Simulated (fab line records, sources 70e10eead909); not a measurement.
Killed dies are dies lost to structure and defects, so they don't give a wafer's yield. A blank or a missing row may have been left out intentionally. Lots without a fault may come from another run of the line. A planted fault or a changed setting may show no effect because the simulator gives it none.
Chamber matching -- flow nand_harc -- NHARC_A_ZERO_WELL_DESCUM_12 on rie_diel-06 has 4 sister chambers
The step chemistry O2, time 3 s. 16 wafers are shown with their chamber, then 8 later ones without.

WAFERS WITH THEIR CHAMBER
wafer,chamber,drypump_motor_current_A (A),oes_product_au (a.u.),rf_vpp_V (V)
L709.2,3,6.5,1.001,58.5
L709.3,1,5.9,1.015,56.9
L709.4,2,5.9,1.007,59.7
L711.1,1,5.9,1.011,59.0
L711.3,3,6.5,1.000,56.5
L711.6,0,5.3,0.998,58.0
L713.2,1,5.9,1.016,56.4
L713.5,1,5.9,1.009,57.2
L713.6,0,5.3,0.999,58.8
L719.1,0,5.3,1.000,57.2
L719.5,2,6.0,0.985,59.5
L719.6,3,6.5,0.993,57.2
L723.2,2,6.0,0.995,59.1
L723.5,2,6.0,0.986,57.9
L723.6,1,5.9,1.024,58.5
L729.1,1,5.9,1.024,56.9

SIGNATURES (means of the wafers above)
reading,chamber 0,chamber 1,chamber 2,chamber 3,scatter within a chamber
drypump_motor_current_A,5.300,5.900,5.975,6.500,0.025
oes_product_au,0.99900,1.01650,0.99325,0.99800,0.0068
rf_vpp_V,58.000,57.483,59.050,57.400,0.938
Rule: for each reading, subtract the chamber's mean from the wafer's reading, divide by that reading's scatter and square the result; add these up over the readings and take the root, which gives the wafer's distance from the chamber. If the next closest chamber is less than 2 further off than the closest, the wafer can't be placed; otherwise it belongs to the closest. The scatter: the root of (the sum of the squares of (reading less its chamber's mean) over the shown wafers, divided by (wafers less chambers)).

WAFERS WITHOUT THEIR CHAMBER
wafer,drypump_motor_current_A (A),oes_product_au (a.u.),rf_vpp_V (V)
L729.3,5.3,1.002,59.3
L729.5,5.3,1.014,58.7
L730.2,5.9,1.020,57.8
L730.4,5.3,1.016,57.7
L730.6,6.0,1.013,57.4
L731.1,5.9,1.022,56.8
L731.3,6.0,1.021,58.8
L731.5,5.9,1.020,57.1

EACH ONE'S CHAMBER
wafer,from the rows above,in truth
L729.3,0,0
L729.5,0,0
L730.2,1,1
L730.4,0,0
L730.6,can't be placed: 2 or 1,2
L731.1,1,1
L731.3,can't be placed: 2 or 1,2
L731.5,1,1
Correctly placed: 6 of 8. Not placeable from these rows: 2 (in 2, the candidates include the true chamber). Wrongly placed: 0.
